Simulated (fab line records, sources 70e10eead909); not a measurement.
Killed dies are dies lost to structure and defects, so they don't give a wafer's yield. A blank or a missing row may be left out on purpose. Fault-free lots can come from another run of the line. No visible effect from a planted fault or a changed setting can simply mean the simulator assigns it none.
fab line records -- flow nand_harc
record lots=13, wafers=39, last_day=32
route steps=1302 shown A_STAIRCASE@849 THIN_TSV@1246 END@1302
lots untouched by any fault: they come from a run of this same line in which no faults occurred
start_h: start of the lot's first displayed wafer, in hours after the record's first day -- wait_h: hours since the lot's step before -- " unchanged from the row above -- L1.1+2: a row that stands for several wafers -- - either no value or no given start -- * or withheld: withheld -- < > ~ a bound
route shown NAME@n: NAME is a module with steps in the file, n the number in the route of the first one -- usual: average and standard deviation across the fault-free wafers -- same: alike in all rows -- chamber/n: place in a boat -- sites: each site's reading -- _std_site: the values' standard deviation -- _edge_site: the outer-site mean with the inner-site mean subtracted -- radius_mm: how far each site lies from the wafer's centre -- mask NAME#n: copy n -- behind: tool/chamber where the wafer was last shaped -- hold: why the lot was held/for how many hours/how that ended -- device: the n, p or np transistor that did not switch -- end of line: tests of these same wafers at the route's end -- where a step has no rows: the recipe by itself -- killed: dies that structure and defects cost at the first sort, which is not the same as the wafer's yield -- map: a wafer's dies, marking killed ones x, the rest . and places with no die _
set.NAME: the setting that was run; set.NAME@STEP: the one run at that earlier step -- model.NAME: the simulator's own value behind a step, which no gauge read
a sample of lots followed through the steps of the route, with each step as a table and each wafer as a row
services: from which hour (start_h, from the record's first day; less than 0 if before it) a tool's chamber was out of use, for how many hours, and why
## steps
# step NHARC_A_STAIRCASE_CVD_552
# recipe target_thk_a=400, temp_c=700, pressure_mtorr=300, material=SiNx
lot.wafer,tool,chamber,start_h,wait_h
L139.2+3+6,lpcvd-01,0,373.93,-
L140.3+5+6,lpcvd-01,1,380.52,-
L141.2+4+5,lpcvd-01,1,408.20,-
L143.1+4+6,lpcvd-01,0,408.20,-
L144.2+3+6,lpcvd-01,0,427.31,-
L142.3+4+5,lpcvd-02,0,436.01,-
L154.3+4+6,lpcvd-01,0,512.00,-
L157.3+5+6,lpcvd-02,0,547.23,-
L159.4+5+6,lpcvd-01,0,580.17,4.9
L158.2+3+4,lpcvd-01,1,584.96,5.5
L160.2+4+5,lpcvd-01,0,595.20,-
L161.1+2+4,lpcvd-01,1,595.20,3.6
L162.1+2+3,lpcvd-02,1,603.23,4.9
# step NHARC_THIN_TSV_THK_MEAS_02
# recipe thk_meas_gauge=ir
# usual thk_nm=2932/240
lot.wafer,tool,chamber,start_h,wait_h,thk_nm
L139.2,film_metro-02,-,549.73,-,2860
L139.3,film_metro-02,-,549.73,-,3063
L139.6,film_metro-02,-,549.73,-,3224
L140.3,film_metro-01,-,552.11,-,2870
L140.5,film_metro-01,-,552.11,-,2868
L140.6,film_metro-01,-,552.11,-,2943
L141.2,film_metro-02,-,553.31,-,2991
L141.4,film_metro-02,-,553.31,-,3092
L141.5,film_metro-02,-,553.31,-,3192
L143.1,film_metro-01,-,554.54,-,2886
L143.4,film_metro-01,-,554.54,-,2826
L143.6,film_metro-01,-,554.54,-,2635
L142.3,film_metro-01,-,576.21,-,2760
L142.4,film_metro-01,-,576.21,-,2542
L142.5,film_metro-01,-,576.21,-,2954
L144.2,film_metro-02,-,579.98,-,3241
L144.3,film_metro-02,-,579.98,-,3234
L144.6,film_metro-02,-,579.98,-,2803
L157.3,film_metro-01,-,694.11,-,3003
L157.5,film_metro-01,-,694.11,-,3003
L157.6,film_metro-01,-,694.11,-,3050
L159.4,film_metro-01,-,723.49,-,2755
L159.5,film_metro-01,-,723.49,-,2910
L159.6,film_metro-01,-,723.49,-,3031
L158.2,film_metro-02,-,735.57,0.2,2392
L158.3,film_metro-02,-,735.57,0.2,3141
L158.4,film_metro-02,-,735.57,0.2,2456
L161.1,film_metro-02,-,739.91,-,3287
L161.2,film_metro-02,-,739.91,-,2992
L161.4,film_metro-02,-,739.91,-,3301
L160.2,film_metro-02,-,741.08,-,3302
L160.4,film_metro-02,-,741.08,-,3182
L160.5,film_metro-02,-,741.08,-,3440
L162.1,film_metro-01,-,747.38,-,2827
L162.2,film_metro-01,-,747.38,-,2824
L162.3,film_metro-01,-,747.38,-,2789
# step NHARC_THIN_TSV_STRIP_62
# recipe power_w=1500, temp_c=250, time_s=20, chemistry=N2/H2
# usual drypump_motor_current_A=5.9/0.41, heater_power_w=325/30
lot.wafer,tool,chamber,start_h,wait_h,drypump_motor_current_A,heater_power_w,rf_hours_counter_h
L139.2,plasma_asher-01,0,553.69,-,5.6,366,16
L139.3,plasma_asher-01,1,553.69,-,5.2,314,-
L139.6,plasma_asher-01,1,553.69,-,5.2,305,-
L140.3,plasma_asher-02,0,555.73,-,6.2,288,-
L140.5,plasma_asher-02,1,555.73,-,6.2,346,-
L140.6,plasma_asher-02,0,555.73,-,6.2,286,-
L141.2,plasma_asher-02,0,556.97,-,6.2,283,26
L141.4,plasma_asher-02,1,556.97,-,6.2,348,-
L141.5,plasma_asher-02,0,556.97,-,6.2,289,-
L143.1,plasma_asher-02,0,558.33,-,6.3,288,26
L143.4,plasma_asher-02,0,558.33,-,6.2,276,-
L143.6,plasma_asher-02,0,558.33,-,6.2,283,-
L142.4,plasma_asher-01,0,579.90,-,5.6,374,-
L142.3,plasma_asher-01,1,579.90,-,5.2,324,-
L142.5,plasma_asher-01,1,579.90,-,5.2,320,-
L144.2,plasma_asher-01,0,584.69,-,5.6,364,25
L144.3,plasma_asher-01,0,584.69,-,5.6,372,-
L144.6,plasma_asher-01,0,584.69,-,5.6,364,-
L157.3,plasma_asher-02,0,697.71,-,6.2,282,-
L157.6,plasma_asher-02,1,697.71,-,6.1,336,-
L157.5,plasma_asher-02,0,697.71,-,6.2,282,-
L159.4,plasma_asher-02,1,727.23,-,6.1,341,-
L159.6,plasma_asher-02,0,727.23,-,6.2,281,-
L159.5,plasma_asher-02,1,727.23,-,6.2,336,-
L158.2,plasma_asher-01,1,739.25,-,5.2,331,11
L158.3,plasma_asher-01,0,739.25,-,5.6,343,-
L158.4,plasma_asher-01,1,739.25,-,5.2,326,-
L161.1,plasma_asher-01,0,743.46,-,5.6,331,12
L161.2,plasma_asher-01,1,743.46,-,5.2,329,12
L161.4,plasma_asher-01,1,743.46,-,5.2,330,-
L160.2,plasma_asher-02,0,744.62,-,6.2,281,31
L160.4,plasma_asher-02,0,744.62,-,6.2,274,-
L160.5,plasma_asher-02,0,744.62,-,6.2,288,-
L162.1,plasma_asher-02,1,750.89,-,6.2,337,33
L162.2,plasma_asher-02,0,750.89,-,6.2,283,33
L162.3,plasma_asher-02,0,750.89,-,6.2,290,-
# step NHARC_THIN_TSV_DEGAS_53
# recipe temp_c=300, time_s=60
# usual heater_power_w=448/51
lot.wafer,tool,chamber,start_h,wait_h,heater_power_w
L139.2,pvd_sputter-01,-,555.86,0.1,397
L139.3,pvd_sputter-01,-,555.86,0.1,398
L139.6,pvd_sputter-01,-,555.86,0.1,409
L140.3,pvd_sputter-02,-,557.81,0.1,423
L140.6,pvd_sputter-02,-,557.81,0.1,425
L140.5,pvd_sputter-02,-,557.81,0.1,543
L141.2,pvd_sputter-03,-,559.15,0.1,417
L141.4,pvd_sputter-03,-,559.15,0.1,475
L141.5,pvd_sputter-03,-,559.15,0.1,422
L143.4,pvd_sputter-02,-,560.51,0.1,423
L143.1,pvd_sputter-02,-,560.51,0.1,424
L143.6,pvd_sputter-02,-,560.51,0.1,519
L142.3,pvd_sputter-01,-,582.02,0.1,409
L142.4,pvd_sputter-01,-,582.02,0.1,427
L142.5,pvd_sputter-01,-,582.02,0.1,408
L144.2,pvd_sputter-01,-,586.87,0.1,433
L144.3,pvd_sputter-01,-,586.87,0.1,421
L144.6,pvd_sputter-01,-,586.87,0.1,427
L157.3,pvd_sputter-03,-,699.85,0.1,440
L157.5,pvd_sputter-03,-,699.85,0.1,400
L157.6,pvd_sputter-03,-,699.85,0.1,483
L159.4,pvd_sputter-01,-,729.34,0.1,378
L159.5,pvd_sputter-01,-,729.34,0.1,501
L159.6,pvd_sputter-01,-,729.34,0.1,375
L158.3,pvd_sputter-03,-,741.39,0.1,433
L158.4,pvd_sputter-03,-,741.39,0.1,417
L158.2,pvd_sputter-03,-,741.39,0.1,417
L161.4,pvd_sputter-03,-,745.62,0.1,435
L161.1,pvd_sputter-03,-,745.62,0.1,486
L161.2,pvd_sputter-03,-,745.62,0.1,414
L160.4,pvd_sputter-02,-,746.77,0.1,431
L160.2,pvd_sputter-02,-,746.77,0.1,504
L160.5,pvd_sputter-02,-,746.77,0.1,430
L162.2,pvd_sputter-02,-,753.26,0.1,562
L162.1,pvd_sputter-02,-,753.26,0.1,514
L162.3,pvd_sputter-02,-,753.26,0.1,430
# step NHARC_END_SORT_01
# recipe temp_c=25
# usual killed_at_array=62/18, killed_at_other=0.9/1.2, killed_at_periphery=4.2/2.9, killed_dies=67/17, killed_open=3.6/1.9, killed_short=2.5/1.6
# same gross_dies=677
lot.wafer,tool,chamber,start_h,wait_h,killed_at_array,killed_at_other,killed_at_periphery,killed_dies,killed_open,killed_short
L154.3,prober-02,0,676.30,3.1,672,1,4,677,4,1
L154.4,prober-02,0,677.11,3.4,673,1,3,677,3,3
L154.6,prober-02,0,678.73,4.0,670,1,6,677,4,2
# killed by level:class
L154.3 A_STAIRCASE:area_cvd=587 A_CHANNEL_HOLE_D1:chamber_film_flake=33 A_SLIT:chamber_film_flake=26 A_CHANNEL_HOLE_D2:chamber_film_flake=17 P_BONDPAD:chamber_film_flake=3 A_CHANNEL_FILL_D2:geometric_particle:open=2 A_STAIRCASE:chamber_film_flake=2 A_DECK1_JOINT:geometric_particle:open=1
L154.4 A_STAIRCASE:area_cvd=590 A_CHANNEL_HOLE_D1:chamber_film_flake=30 A_SLIT:chamber_film_flake=23 A_CHANNEL_HOLE_D2:chamber_film_flake=13 A_STAIRCASE:chamber_film_flake=6 A_CHANNEL_FILL_D2:chamber_film_flake=3 P_GATE:chamber_film_flake=2 A_WL_FILL:chamber_film_flake=2
L154.6 A_STAIRCASE:area_cvd=570 A_CHANNEL_HOLE_D1:chamber_film_flake=35 A_SLIT:chamber_film_flake=34 A_CHANNEL_HOLE_D2:chamber_film_flake=20 P_GATE:chamber_film_flake=4 A_M1:geometric_particle:open=2 A_STAIRCASE:chamber_film_flake=2 P_M0:geometric_particle:open=1
## services
tool,chamber,start_h,hours,kind
lpcvd-02,-,364.50,26.0,pm
plasma_asher-01,-,373.71,12.4,repair
pvd_sputter-01,-,378.81,1.7,repair
pvd_sputter-03,-,382.14,6.9,repair
pvd_sputter-02,-,388.84,2.0,repair
plasma_asher-02,-,402.16,9.0,pm
plasma_asher-02,0,402.16,9.0,vent_cycle
pvd_sputter-02,-,432.39,1.7,repair
pvd_sputter-02,-,436.00,10.0,pm
plasma_asher-02,-,451.15,3.6,repair
pvd_sputter-03,-,502.00,10.0,pm
pvd_sputter-01,-,502.33,0.5,repair
plasma_asher-01,-,502.40,9.0,pm
pvd_sputter-01,-,503.74,2.1,repair
pvd_sputter-02,-,526.57,0.9,repair
pvd_sputter-01,-,558.46,10.0,pm
plasma_asher-02,-,579.16,9.0,pm
pvd_sputter-01,-,580.10,1.5,repair
pvd_sputter-02,-,614.00,10.0,pm
pvd_sputter-01,-,620.69,11.8,repair
pvd_sputter-03,-,677.18,4.3,repair
plasma_asher-01,-,679.40,9.0,pm
pvd_sputter-01,-,691.81,1.9,repair
pvd_sputter-01,-,736.46,10.0,pm
## key
first_sign step=NHARC_END_SORT_01, reading=killed_dies, direction=up, sigmas=35, usual=67, struck=677
effect step=NHARC_END_SORT_01, reading=killed_at_array, direction=up, sigmas=34, usual=62, struck=672
more_kills_born_at NHARC_A_STAIRCASE_CVD_552@lpcvd-01=1747
met_at NHARC_A_STAIRCASE_CVD_552
struck_lots L154
struck_wafers L154.3,L154.4,L154.6
later_rows_left_out L154.3,L154.4,L154.6
tester_left_out L154
not_acting_at NHARC_THIN_TSV_THK_MEAS_02,NHARC_THIN_TSV_STRIP_62,NHARC_THIN_TSV_DEGAS_53
onset_between 427.31 512.00
fault kind=process_parameter_drift, tool=lpcvd-01, chamber=0, onset_h=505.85, steps=NHARC_A_STAIRCASE_CVD_552, channel=target_thk_a, offset=*, shape=step, end_h=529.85, acts_in=*, stated=*
# tester_left_out: of these lots the tester's yield and bins aren't shown, on N5 and GAA mostly nor the transistor test; their killed dies are dies lost to structure and defects alone, not to doping, threshold or leakage, so they don't give the yield
# later_rows_left_out: the simulator's readings of these wafers behind a module that went badly wrong aren't trusted and aren't shown, but for the sort
